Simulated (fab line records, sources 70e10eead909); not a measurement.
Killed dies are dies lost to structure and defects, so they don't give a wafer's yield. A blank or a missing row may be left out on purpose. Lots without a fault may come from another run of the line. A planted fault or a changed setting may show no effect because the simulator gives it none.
Chamber matching | flow nand_harc | NHARC_P_GATE_DESCUM_31 on rie_diel-01: 4 sister chambers
The step chemistry O2, time 3 s. 4 wafers are shown with their chamber, then 8 later ones without.

WAFERS WITH THEIR CHAMBER
wafer  | chamber | drypump_motor_current_A (A)
L680.4 | 0       | 5.7
L681.1 | 1       | 6.4
L681.2 | 2       | 6.5
L682.2 | 3       | 5.3

WAFERS WITHOUT THEIR CHAMBER
wafer  | drypump_motor_current_A (A)
L682.4 | 6.6
L682.5 | 5.3
L685.1 | 5.7
L685.3 | 6.6
L685.4 | 6.4
L688.2 | 6.4
L688.4 | 5.3
L688.6 | 6.4

WHICH CHAMBER EACH WENT THROUGH
wafer  | from the rows above | in truth
L682.4 | 2                   | 2
L682.5 | 3                   | 3
L685.1 | 0                   | 0
L685.3 | 2                   | 2
L685.4 | 1                   | 1
L688.2 | 1                   | 1
L688.4 | 3                   | 3
L688.6 | 1                   | 1
Placed correctly: 8 of 8. Can't be placed from these rows: 0. Placed wrongly: 0.
How it was worked out, from the rows above alone: a wafer's distance from a chamber is the root of the sum, over the readings, of the square of ((its reading less the chamber's mean) divided by the reading's scatter). The wafer belongs to the nearest chamber; if the next one is less than 2 further off, it can't be placed. A chamber's mean is the mean of its shown wafers. The scatter: with one shown wafer a chamber, the root of the mean of the squares of how far each hidden wafer lies from its nearest shown one.
